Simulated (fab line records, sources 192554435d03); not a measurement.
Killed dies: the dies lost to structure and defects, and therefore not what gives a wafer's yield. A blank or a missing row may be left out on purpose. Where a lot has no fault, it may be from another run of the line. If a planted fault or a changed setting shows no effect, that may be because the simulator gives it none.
Which of the tools did it?    flow n5 finfet    18 wafers from 6 lots sampled at 2 of the route's 1938 steps

## WHAT EACH GAUGE READ, for each wafer
N5_MOL_CONTACT_COAG_INSPECT_57: inspects for defects (brightfield).
lot   measured      on                 raw defect count
L333  day 5 10:38   defect inspect-02  178 145 197
L337  day 6 08:16   defect inspect-01  297 197 186
L342  day 7 16:31   defect inspect-01  209 197 402
L346  day 9 01:07   defect inspect-02  175 154 192
L353  day 10 10:08  defect inspect-02  177 207 309
L355  day 11 15:23  defect inspect-01  147 158 138

## WHAT TOOL EACH LOT RAN ON (gives the tool, then ch and the chambers of the sampled wafers, and finally the start)
lot   N5_MOL_CONTACT_COAG_ALD_123
L333  ald sin-04 ch 0,2,3, day 5 09:43
L337  ald sin-01 ch 1,2, day 6 07:13
L342  ald sin-01 ch 1,3, day 7 15:34
L346  ald sin-02 ch 0,1,3, day 9 00:03
L353  ald sin-04 ch 0,2, day 10 09:05
L355  ald sin-04 ch 0,1,3, day 11 14:27
- N5_MOL_CONTACT_COAG_ALD_123: deposits SiNx, target thk 5 nm, pulse time 1 s, purge time 2 s.

## THE ANSWER, worked out from the rows above alone
Rule: what is usual is taken from the lots themselves. The widest of any qualifying gaps counts: lots, ordered by their means at a reading, are off when they make up no more than a third of the lots, leave a main group of 4 or more, and stand apart from it by 3 or more times the standard deviation of that group's means. Not used: any main group whose means are identical at the precision the tables above print for the reading. Also off: a lot with no number at a reading for which 4 or more lots have one. Any other lot the step has rows for is counted as sound.
Nothing can be told from this: no lot is off at any reading shown.

## WHAT WAS PUT IN BY THE SIMULATOR
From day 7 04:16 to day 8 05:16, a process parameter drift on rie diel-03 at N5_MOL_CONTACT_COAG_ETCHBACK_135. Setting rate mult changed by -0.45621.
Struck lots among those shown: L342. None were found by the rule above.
